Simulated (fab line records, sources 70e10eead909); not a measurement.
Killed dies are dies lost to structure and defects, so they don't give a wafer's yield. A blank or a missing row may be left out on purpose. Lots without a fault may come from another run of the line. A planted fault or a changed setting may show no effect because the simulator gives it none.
A struck lot beside a sound one | flow nand_harc | 14 steps out of a route of 1302
Sound: wafers L910.2, L910.4, L910.6. Struck: wafer L918.6. (L918.3, L918.5 of the same lot were not struck and are left out.) The cause comes at the end.
At each step with rows: each side's tool, then ch and its chambers, then its first start. Under that, the readings that differ: sound wafers | struck wafers | difference of the means | sigmas: that difference in standard deviations of wafers without a fault.
alike: readings whose means differ by less than 2 such deviations, and words and numbers that are the same on both sides. not compared: withheld readings, readings that some wafer has no value for, bounds like >300 that may hide the same value, and numbers for which the record gives no deviation and whose values overlap.
The two part at a step that has a row with sigmas, a row that says differs or no value, or rows on one side only. Numbers that don't overlap but have no deviation are shown without sigmas and don't part them. A reading that every wafer of one side lacks parts them only if that side has two wafers or more.

NHARC_A_DECK1_JOINT_CMP_02: polishes SiOx.
  sound on cmp-02 ch 1,2, day 12 13:33; struck on cmp-02 ch 1, day 15 11:34
  reading             | sound         | struck | difference | sigmas
  motor_current_A (A) | 9.4 12.0 12.5 | 9.2    | -2.1       | -2
then, 1 step without rows for these wafers: NHARC_A_DECK1_JOINT_SRD_15.
NHARC_A_DECK1_JOINT_DEP_16: deposits SiO2, target thk 45 nm.
  sound on pecvd-01 ch 0,1, day 12 13:56; struck on pecvd-01 ch 2, day 15 12:10
  alike: heater_power_w, throttle_valve_pct
NHARC_A_DECK1_JOINT_THK_MEAS_17: measures by ellipsometry.
  sound on film_metro-02, day 12 14:14; struck on film_metro-02, day 15 12:25
  reading     | sound          | struck | difference | sigmas
  thk_nm (nm) | 42.1 44.0 44.4 | 46.1   | +2.6       | +2
NHARC_A_DECK1_JOINT_INSPECT_05:
  sound on defect_inspect-02, day 12 14:16; struck on defect_inspect-01, day 15 12:27
  alike: raw_defect_count
then, 1 step without rows for these wafers: NHARC_A_ONON_D2_DEP_00 (target thk 1000 nm).
NHARC_A_ONON_D2_THK_MEAS_02: measures by ellipsometry.
  sound on film_metro-02, day 12 14:50; struck on film_metro-02, day 15 13:01
  alike: thk_nm
then, 1 step without rows for these wafers: NHARC_A_ONON_D2_DEP_03 (target thk 1000 nm).
NHARC_A_ONON_D2_THK_MEAS_05: measures by ellipsometry.
  sound on film_metro-02, day 12 15:25; struck on film_metro-02, day 15 13:35
  alike: thk_nm
then, 1 step without rows for these wafers: NHARC_A_ONON_D2_DEP_06 (target thk 1000 nm).
NHARC_A_ONON_D2_THK_MEAS_08: measures by ellipsometry.
  sound on film_metro-02, day 12 15:58; struck on film_metro-01, day 15 14:08
  alike: thk_nm
NHARC_A_ONON_D2_DEP_09: target thk 1000 nm.
  sound on pecvd_onon-01 ch 0, day 12 16:05; struck on pecvd_onon-04 ch 0, day 15 14:19
NHARC_A_ONON_D2_THK_MEAS_11: measures by ellipsometry.
  sound on film_metro-02, day 12 16:32; struck on film_metro-01, day 15 14:43
  reading     | sound          | struck | difference | sigmas
  thk_nm (nm) | 1015 1019 1016 | 1484   | +467       | +42
then, 1 step without rows for these wafers: NHARC_A_ONON_D2_DEP_12 (target thk 1000 nm).

WHERE THEY PART
First at NHARC_A_DECK1_JOINT_CMP_02; last, within this record, at NHARC_A_ONON_D2_THK_MEAS_11.

WHY: what the simulator had put in
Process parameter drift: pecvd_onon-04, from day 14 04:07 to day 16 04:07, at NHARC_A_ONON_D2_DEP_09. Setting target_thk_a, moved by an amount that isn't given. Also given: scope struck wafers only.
